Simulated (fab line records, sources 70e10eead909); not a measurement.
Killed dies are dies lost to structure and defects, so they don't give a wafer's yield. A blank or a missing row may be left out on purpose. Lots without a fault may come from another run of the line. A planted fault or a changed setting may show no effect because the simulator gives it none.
A struck lot beside a sound one | flow nand_harc | 18 steps out of a route of 1302
Sound: wafers L542.1, L542.2, L542.5. Struck: wafers L539.2, L539.4, L539.5. The cause comes at the end.
At each step with rows: each side's tool, then ch and its chambers, then its first start. Under that, the readings that differ: sound wafers | struck wafers | difference of the means | sigmas: that difference in standard deviations of wafers without a fault.
alike: readings whose means differ by less than 2 such deviations, and words and numbers that are the same on both sides. not compared: withheld readings, readings that some wafer has no value for, bounds like >300 that may hide the same value, and numbers for which the record gives no deviation and whose values overlap.
The two part at a step that has a row with sigmas, a row that says differs or no value, or rows on one side only. Numbers that don't overlap but have no deviation are shown without sigmas and don't part them. A reading that every wafer of one side lacks parts them only if that side has two wafers or more.

NHARC_A_CONTACT_ETCH_106: etches the open film in CF4/O2, target depth 90 nm, overetch 9 nm, time 49.5 s.
  sound on rie_diel-01 ch 0,3, day 28 03:07; struck on rie_diel-01 ch 0,1,2, day 26 01:34
  alike: drypump_motor_current_A, oes_product_au, rf_vpp_V, showerhead_plenum_p_Torr, throttle_valve_pct
  not compared: rf_hours_counter_h
NHARC_A_CONTACT_STRIP_82: strips in O2.
  sound on rie_diel-01 ch 0,3; struck on rie_diel-01 ch 0,2
  alike: drypump_motor_current_A, oes_product_au, rf_vpp_V, showerhead_plenum_p_Torr, throttle_valve_pct
  not compared: rf_hours_counter_h
then, 1 step without rows for these wafers: NHARC_A_CONTACT_STRIP_83 (strips in post etch residue remover, time 600 s).
NHARC_A_CONTACT_DEP_84: deposits aC, target thk 2800 nm.
  sound on acl_dep-01 ch 0, day 28 06:00; struck on acl_dep-01 ch 0, day 26 03:19
  alike: throttle_valve_pct
NHARC_A_CONTACT_DEP_85: deposits SiON, target thk 60 nm.
  sound on pecvd-03 ch 0,1, day 28 07:46; struck on pecvd-03 ch 0,1, day 26 04:50
  alike: heater_power_outer_w, heater_power_w, showerhead_vpp_V
then, 7 steps without rows for these wafers: NHARC_A_CONTACT_DEHYDRATE_00 (time 120 s); NHARC_A_CONTACT_HMDS_01 (time 30 s); NHARC_A_CONTACT_COAT_86 (time 75 s); NHARC_A_CONTACT_COAT_87 (time 65 s); NHARC_A_CONTACT_COAT_02 (resist thk 90 nm); NHARC_A_CONTACT_SOFTBAKE_03 (time 55 s); NHARC_A_CONTACT_EBR_04.
NHARC_A_CONTACT_EXPOSE_05: exposes mask A CC.
  sound on arfi_scanner-03 ch 0, day 28 08:12; struck on arfi_scanner-01 ch 0, day 26 05:21
  reading              | sound             | struck            | difference | sigmas
  exposure_dose_mJ_cm2 | 84.01 84.02 84.16 | 89.72 89.76 89.67 | +5.65      | +64
  alike: mask
then, 2 steps without rows for these wafers: NHARC_A_CONTACT_PEB_06 (peb time 65 s); NHARC_A_CONTACT_DEVELOP_07 (develop time 35 s).
NHARC_A_CONTACT_CD_MEAS_08: target cd 200 nm.
  sound on cd_sem-03 ch 0, day 28 08:20; struck on cd_sem-03 ch 0, day 26 05:29
  reading    | sound             | struck            | difference | sigmas
  cd_nm (nm) | 201.2 200.6 200.4 | 205.4 204.8 205.1 | +4.4       | +7
NHARC_A_CONTACT_OVL_MEAS_09:
  sound on overlay-01, day 28 08:26; struck on overlay-02, day 26 05:34
  alike: overlay_x_nm, overlay_y_nm
NHARC_END_SORT_01:
  the record has rows for the sound wafers here (prober-01 ch 0, day 30 07:20) and none for the struck ones

WHERE THEY PART
First at NHARC_A_CONTACT_EXPOSE_05; last, within this record, at NHARC_END_SORT_01.

WHY: what the simulator had put in
Process parameter drift: arfi_scanner-01, from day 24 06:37 on, at NHARC_A_CONTACT_EXPOSE_05. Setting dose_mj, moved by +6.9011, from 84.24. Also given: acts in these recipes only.
